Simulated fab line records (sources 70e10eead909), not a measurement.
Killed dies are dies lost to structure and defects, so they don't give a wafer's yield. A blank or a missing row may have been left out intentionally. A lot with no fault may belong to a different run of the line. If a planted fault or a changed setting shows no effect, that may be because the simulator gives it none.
Problem report in the 8D (eight disciplines) form, filled by code    flow nandHarc    the parts of the form that need people (team, actions taken, sign-off) are left out

== 1. THE ISSUE ==
killedAtOther at NHARC_END_SORT_01 reads a mean of 48.7 on 6 wafers of 2 lots; wafers without a fault read 0.7 with a standard deviation of 1.1. That puts it +44 standard deviations away from the usual mean.
Seen first at day 30 09:40 on prober-02, wafer L805.3. Wafers with a number at this step in the record: 42, from 14 lots. The rule behind "out" and "out of limits": a value lying over 4 standard deviations away from the usual mean. Any other wafer with a number is counted as sound.

== 2. WHAT IT IS AND WHAT IT IS NOT ==
question                     is                      is not
which readings at this step  killedAtOther           killedAtArray, killedAtPeriphery, killedShort
which lots                   L804, L805              L790, L791, L792, L794, L795, L796, L797, L798, L800, L801, L802, L812
which wafers of those lots   all that have a number  -
read on which gauges         prober-02               prober-01
when                         from day 30 09:40       up to then (33 sound wafers); but 3 sound wafers of L812 came after

== 3. SUSPECTS, AND WHAT RULES EACH OUT ==
Counting: a tool at a process step up to the reading stays a suspect if it ran every lot that is out and no sound lot after the first of them.
- the gauge at NHARC_END_SORT_01: kept. All the wafers that are out were read on prober-02, and no step on other tools shows them out.
- pvdSputter-03 at NHARC_THIN_TSV_PRE_CLEAN_50 (time 30 s): kept. All lots that are out passed through it, beginning with L805 at day 29 18:04, and no sound lot followed; its final sound lot before that point was L802 at day 29 05:37.
- pvdSputter-03 at NHARC_THIN_TSV_PVD_19 (deposits TaN, target thk 20 nm): kept. All lots that are out passed through it, beginning with L805 at day 29 19:16, and no sound lot followed; its final sound lot before that point was L802 at day 29 06:42. NHARC_THIN_TSV_PVD_19: start missing for some lots; hours and lot order therefore follow NHARC_THIN_TSV_ANNEAL_52.
- rtpAnneal-01 at NHARC_THIN_TSV_ANNEAL_52 (time 90 s): kept. All lots that are out passed through it, beginning with L805 at day 29 19:16, and no sound lot followed; its final sound lot before that point was L802 at day 29 06:42.
Left after counting: pvdSputter-03 at NHARC_THIN_TSV_PRE_CLEAN_50, pvdSputter-03 at NHARC_THIN_TSV_PVD_19, rtpAnneal-01 at NHARC_THIN_TSV_ANNEAL_52, prober-02 at NHARC_END_SORT_01.

== 4. THE CAUSE (what the simulator had put in) ==
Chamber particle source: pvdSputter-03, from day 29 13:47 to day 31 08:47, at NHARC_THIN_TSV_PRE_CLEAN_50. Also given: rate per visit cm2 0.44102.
Of the 4 suspects that counting leaves, this tool is one.

== 5. THE EFFECT CHAIN, in route order ==
Each row: a reading whose mean over the struck wafers that have a number lies more than 3 standard deviations from the usual. Only readings for which the record gives a usual standard deviation are gone through. hours: the time from each lot's start at the first step in this table that gives one to its start at this step, as a median over the lots. sigmas: the change in usual standard deviations.
hours  step               reading             usual   on struck wafers  change  sigmas
0      NHARC_END_SORT_01  defectLimitedYield  89.9 %  79.6              -10.3   -3.6
0      NHARC_END_SORT_01  killedAtOther       0.7     48.7              +48.0   +44
0      NHARC_END_SORT_01  killedDies          68      138               +70     +3.5

== 6. WHAT WOULD HAVE CAUGHT IT SOONER ==
20 hours passed between the start of the fault at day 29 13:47 and the first reading out of limits at a measuring or inspecting step in this record, taken at day 30 09:40.
No tool reading at NHARC_THIN_TSV_PRE_CLEAN_50 that has a usual standard deviation in the record was out on any struck wafer, so an alarm limit of 4 standard deviations on those readings would not have fired.
L804, from the lots that are out (2), started NHARC_THIN_TSV_PRE_CLEAN_50 on pvdSputter-03 later than day 30 09:40. A tool hold placed at that time would have kept it from harm.
